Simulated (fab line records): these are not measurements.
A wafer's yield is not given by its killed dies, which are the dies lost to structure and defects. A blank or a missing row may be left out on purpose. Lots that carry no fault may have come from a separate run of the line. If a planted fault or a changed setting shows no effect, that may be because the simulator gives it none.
Problem report in the 8D (eight disciplines) form, filled by code / flow n5_finfet / the parts of the form that need people (team, actions taken, sign-off) are left out

== 1. THE ISSUE ==
Wafers without a fault read 400.01 C, standard deviation 0.23; susceptor_temp_C at N5_HKMG_FIN_ALD_36 reads a mean of 413.31 C on 2 wafers belonging to 2 lots. That is +58 standard deviations from the usual mean.
The step: deposits TiN, target thk 1 nm, pulse time 1 s, purge time 3 s.
Earliest sighting: wafer L393.5 on ald_metal-03 at day 7 20:28. At this step, 27 wafers from 9 lots have a number in the record. The rule behind "out" and "out of limits": a value lying over 4 standard deviations away from the usual mean. The rest of the wafers with a number are treated as sound.

== 2. WHAT IT IS; WHAT IT IS NOT ==
question=which readings at this step | is=susceptor_temp_C | is not=chamber_pressure_Torr, heater_power_outer_w, heater_power_w, precursor_pulse_height_rel
question=which lots | is=L393, L395 | is not=L378, L382, L385, L386, L389, L400, L401
question=which wafers of those lots | is=L393.5, L395.3 | is not=L393.3, L393.4, L395.1, L395.6
question=read on which tools | is=ald_metal-03 | is not=ald_metal-01, ald_metal-02
question=when | is=from day 7 20:28 | is not=up to then (17 sound wafers); but 8 sound wafers of L395, L400, L401 came after

== 3. SUSPECTS, AND WHAT RULES EACH OUT ==
Counting: any tool at a process step up to the reading remains a suspect provided it ran every lot that is out. Sound lots after the first of them don't rule it out here, since some wafers of a struck lot are sound.
- ald_metal-03 at N5_HKMG_FIN_ALD_36 (deposits TiN, target thk 1 nm, pulse time 1 s, purge time 3 s): kept. Every lot that is out went through it, the first being L393 (day 7 20:28); the last sound lot it ran before that was L386 (day 6 00:22). Its own susceptor_temp_C readings are out on those wafers.
- ald_metal-03, N5_HKMG_FIN_ALD_36: wafers that are out in chamber 0, sound lot-mates in chambers 1, 3.
Left after counting: ald_metal-03 at N5_HKMG_FIN_ALD_36.

== 4. THE CAUSE (what the simulator had put in) ==
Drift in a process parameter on ald_metal-03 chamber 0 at N5_HKMG_FIN_ALD_36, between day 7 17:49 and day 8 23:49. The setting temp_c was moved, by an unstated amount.
Only this tool survived the counting.

== 5. THE CHAIN OF EFFECTS, in route order ==
Each row: a reading where the mean over the struck wafers with a number is more than 3 standard deviations away from the usual. Scope: only readings with a usual standard deviation given in the record; hours: median across lots of the time from each lot's start at the first step in this table that gives one to its start at this step; sigmas: change in usual standard deviations.
hours=0; step=N5_HKMG_FIN_ALD_36; reading=susceptor_temp_C; usual=400.01 C; on struck wafers=413.31; change=+13.30; sigmas=+58
Its process steps:
- N5_HKMG_FIN_ALD_36: deposits TiN, target thk 1 nm, pulse time 1 s, purge time 3 s.
At these later measuring or inspecting steps, every struck wafer for which the step has a row has a number for every such reading, and none has moved that far: N5_HKMG_FIN_OVL_MEAS_13, N5_BEOL_M4_RC_MEAS_101.

== 6. HOW IT WOULD HAVE BEEN CAUGHT EARLIER ==
3 hours passed between the start of the fault at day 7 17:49 and the first reading out of limits in this record, taken at day 7 20:28.
